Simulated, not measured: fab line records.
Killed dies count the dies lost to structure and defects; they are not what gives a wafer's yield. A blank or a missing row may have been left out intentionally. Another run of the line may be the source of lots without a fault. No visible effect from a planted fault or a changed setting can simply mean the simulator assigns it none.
Matching of chambers    flow nand harc    NHARC_A_STAIRCASE_DESCUM_252 on rie diel-13 has 4 sister chambers
The step chemistry O2, time 3 s. 4 wafers are shown with their chamber, then 7 later ones without.

WAFERS, EACH WITH ITS CHAMBER
wafer   chamber  showerhead plenum p Torr (Torr)
L083.1  3        1.87
L083.3  0        1.79
L085.2  2        1.88
L085.3  1        1.84

WAFERS WHOSE CHAMBER IS MISSING
wafer   showerhead plenum p Torr (Torr)
L085.6  1.84
L087.1  1.79
L087.3  1.84
L087.6  1.84
L090.2  1.86
L090.5  1.87
L090.6  1.86

WHICH CHAMBER EACH ONE RAN IN
wafer   from the rows above           in truth
L085.6  1                             1
L087.1  0                             0
L087.3  1                             1
L087.6  1                             1
L090.2  can't be placed: 3 or 2 or 1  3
L090.5  can't be placed: 3 or 2       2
L090.6  can't be placed: 3 or 2 or 1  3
Correct placement for 4 of the 7. These rows do not allow placing 3 (true chamber among the candidates in 3). Wrongly placed: 0.
How it was worked out, from the rows above alone: a wafer's distance from a chamber is the root of the sum, over the readings, of the square of ((its reading less the chamber's mean) divided by the reading's scatter). The wafer belongs to the nearest chamber; if the next one is less than 2 further off, it can't be placed. The mean given for a chamber averages the wafers shown for that chamber. The scatter: with one shown wafer a chamber, the root of the mean of the squares of how far each hidden wafer lies from its nearest shown one.
